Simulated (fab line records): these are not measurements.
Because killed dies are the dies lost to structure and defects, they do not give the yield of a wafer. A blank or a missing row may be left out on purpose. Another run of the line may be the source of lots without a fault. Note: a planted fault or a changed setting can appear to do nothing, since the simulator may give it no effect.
Which tool did it? / flow n5_finfet / 9 lots, 25 wafers sampled, at 3 steps of a route of 1938

== WHAT THE GAUGES READ, wafer by wafer ==
N5_BEOL_M13_THK_MEAS_01.
lot=L849; measured=day 12 00:12; on=film_metro-02; M13_ILD_THK (nm)=824 830 845
lot=L855; measured=day 13 15:29; on=film_metro-01; M13_ILD_THK (nm)=875 894
lot=L856; measured=day 13 19:01; on=film_metro-01; M13_ILD_THK (nm)=890 843 899
lot=L857; measured=day 14 07:34; on=film_metro-02; M13_ILD_THK (nm)=833 842 832
lot=L860; measured=day 15 02:13; on=film_metro-01; M13_ILD_THK (nm)=822 828 834
lot=L867; measured=day 16 17:11; on=film_metro-02; M13_ILD_THK (nm)=833 841 840
lot=L865; measured=day 17 06:15; on=film_metro-02; M13_ILD_THK (nm)=829 831 845
lot=L866; measured=day 17 06:45; on=film_metro-01; M13_ILD_THK (nm)=827 841
lot=L868; measured=day 17 18:58; on=film_metro-02; M13_ILD_THK (nm)=825 844 839

== WHAT TOOL EACH LOT RAN ON (gives the tool, then ch and the chambers of the sampled wafers, and finally the start) ==
lot=L849; N5_BEOL_M12_STRIP_37=plasma_asher-01 ch 0,1, day 11 20:34; N5_BEOL_M13_ILD_DEP_00=pecvd-03 ch 0,1, day 12 00:03
lot=L855; N5_BEOL_M12_STRIP_37=plasma_asher-01 ch 0, day 13 13:05; N5_BEOL_M13_ILD_DEP_00=pecvd-03 ch 2, day 13 15:20
lot=L856; N5_BEOL_M12_STRIP_37=plasma_asher-01 ch 0,1, day 13 16:57; N5_BEOL_M13_ILD_DEP_00=pecvd-03 ch 1,2, day 13 18:52
lot=L857; N5_BEOL_M12_STRIP_37=plasma_asher-01 ch 0,1, day 14 02:38; N5_BEOL_M13_ILD_DEP_00=pecvd-01 ch 0,2, day 14 07:25
lot=L860; N5_BEOL_M12_STRIP_37=plasma_asher-01 ch 0,1, day 14 22:32; N5_BEOL_M13_ILD_DEP_00=pecvd-01 ch 0,1, day 15 02:04
lot=L867; N5_BEOL_M12_STRIP_37=plasma_asher-02 ch 0,1, day 16 15:17; N5_BEOL_M13_ILD_DEP_00=pecvd-01 ch 0,1,2, day 16 17:02
lot=L865; N5_BEOL_M12_STRIP_37=plasma_asher-02 ch 0,1, day 17 00:49; N5_BEOL_M13_ILD_DEP_00=pecvd-03 ch 0,2, day 17 06:06
lot=L866; N5_BEOL_M12_STRIP_37=plasma_asher-02 ch 0,1, day 17 01:28; N5_BEOL_M13_ILD_DEP_00=pecvd-01 ch 0, day 17 06:32
lot=L868; N5_BEOL_M12_STRIP_37=plasma_asher-01 ch 0,1, day 17 15:44; N5_BEOL_M13_ILD_DEP_00=pecvd-03 ch 0,1, day 17 18:49
- N5_BEOL_M12_STRIP_37: strips in N2/H2.
- N5_BEOL_M13_ILD_DEP_00: deposits SiOC from DEMS/O2, target thk 837.92 nm, time 166.4 s.

== AS READ BY THE TOOLS THEMSELVES (means over the sampled wafers that have a number; for cases with no such wafer, the mark the record gives instead) ==
N5_BEOL_M12_STRIP_37.
lot=L849; tool=plasma_asher-01; drypump_motor_current_A (A)=5.8; heater_power_w (W)=312; oes_product_au (a.u.)=0.785
lot=L855; tool=plasma_asher-01; drypump_motor_current_A (A)=5.7; heater_power_w (W)=291; oes_product_au (a.u.)=0.785
lot=L856; tool=plasma_asher-01; drypump_motor_current_A (A)=5.8; heater_power_w (W)=315; oes_product_au (a.u.)=0.786
lot=L857; tool=plasma_asher-01; drypump_motor_current_A (A)=5.8; heater_power_w (W)=309; oes_product_au (a.u.)=0.786
lot=L860; tool=plasma_asher-01; drypump_motor_current_A (A)=5.8; heater_power_w (W)=309; oes_product_au (a.u.)=0.782
lot=L867; tool=plasma_asher-02; drypump_motor_current_A (A)=5.6; heater_power_w (W)=362; oes_product_au (a.u.)=0.800
lot=L865; tool=plasma_asher-02; drypump_motor_current_A (A)=5.3; heater_power_w (W)=335; oes_product_au (a.u.)=0.786
lot=L866; tool=plasma_asher-02; drypump_motor_current_A (A)=5.4; heater_power_w (W)=348; oes_product_au (a.u.)=0.793
lot=L868; tool=plasma_asher-01; drypump_motor_current_A (A)=5.8; heater_power_w (W)=306; oes_product_au (a.u.)=0.776

N5_BEOL_M13_ILD_DEP_00.
lot=L849; tool=pecvd-03; heater_power_w (W)=475; run_length_s (s)=210.9; showerhead_plenum_p_Torr (Torr)=5.693; throttle_valve_pct (%)=12.7
lot=L855; tool=pecvd-03; heater_power_w (W)=508; run_length_s (s)=222.7; showerhead_plenum_p_Torr (Torr)=5.700; throttle_valve_pct (%)=11.1
lot=L856; tool=pecvd-03; heater_power_w (W)=435; run_length_s (s)=218.6; showerhead_plenum_p_Torr (Torr)=5.683; throttle_valve_pct (%)=11.8
lot=L857; tool=pecvd-01; heater_power_w (W)=541; run_length_s (s)=210.7; showerhead_plenum_p_Torr (Torr)=5.706; throttle_valve_pct (%)=11.3
lot=L860; tool=pecvd-01; heater_power_w (W)=481; run_length_s (s)=211.2; showerhead_plenum_p_Torr (Torr)=5.701; throttle_valve_pct (%)=11.3
lot=L867; tool=pecvd-01; heater_power_w (W)=527; run_length_s (s)=210.8; showerhead_plenum_p_Torr (Torr)=5.703; throttle_valve_pct (%)=11.6
lot=L865; tool=pecvd-03; heater_power_w (W)=501; run_length_s (s)=211.3; showerhead_plenum_p_Torr (Torr)=5.693; throttle_valve_pct (%)=12.3
lot=L866; tool=pecvd-01; heater_power_w (W)=466; run_length_s (s)=211.2; showerhead_plenum_p_Torr (Torr)=5.713; throttle_valve_pct (%)=10.9
lot=L868; tool=pecvd-03; heater_power_w (W)=391; run_length_s (s)=210.6; showerhead_plenum_p_Torr (Torr)=5.683; throttle_valve_pct (%)=12.7

== THE ANSWER, worked out from the rows above alone ==
Rule: the lots themselves supply what counts as usual. Put in order of their means at a reading, lots are off if they are a third of the lots or fewer, leave a main group of 4 or more, and stand apart from it by a gap of 3 or more times the standard deviation of the main group's means; of several such gaps the widest counts. Not used: any main group whose means are identical at the precision the tables above print for the reading. Also off: a lot with no number at a reading for which 4 or more lots have one. Where the step has rows for the other lots, those lots are counted as sound. Order of review: gauges by route order, followed by the tools' own readings, for which a lot's mean as printed above is used. The first step at which some lot is off is used, and at that step the reading that is off furthest; a lot without a number counts as furthest.
Off: L855, L856, at N5_BEOL_M13_THK_MEAS_01 (M13_ILD_THK). Main group: mean 834 nm, sd 2.9.
A tool fits if, at a process step before that reading, it ran every lot that is off, and no sound lot after the first of them. Not tried: the gauges at N5_BEOL_M13_THK_MEAS_01; whatever is off there is also off at N5_BEOL_M13_ILD_DEP_00, on other tools, and gauge error can't account for it. None of those tried fits.

== WHAT HAD BEEN PUT IN BY THE SIMULATOR ==
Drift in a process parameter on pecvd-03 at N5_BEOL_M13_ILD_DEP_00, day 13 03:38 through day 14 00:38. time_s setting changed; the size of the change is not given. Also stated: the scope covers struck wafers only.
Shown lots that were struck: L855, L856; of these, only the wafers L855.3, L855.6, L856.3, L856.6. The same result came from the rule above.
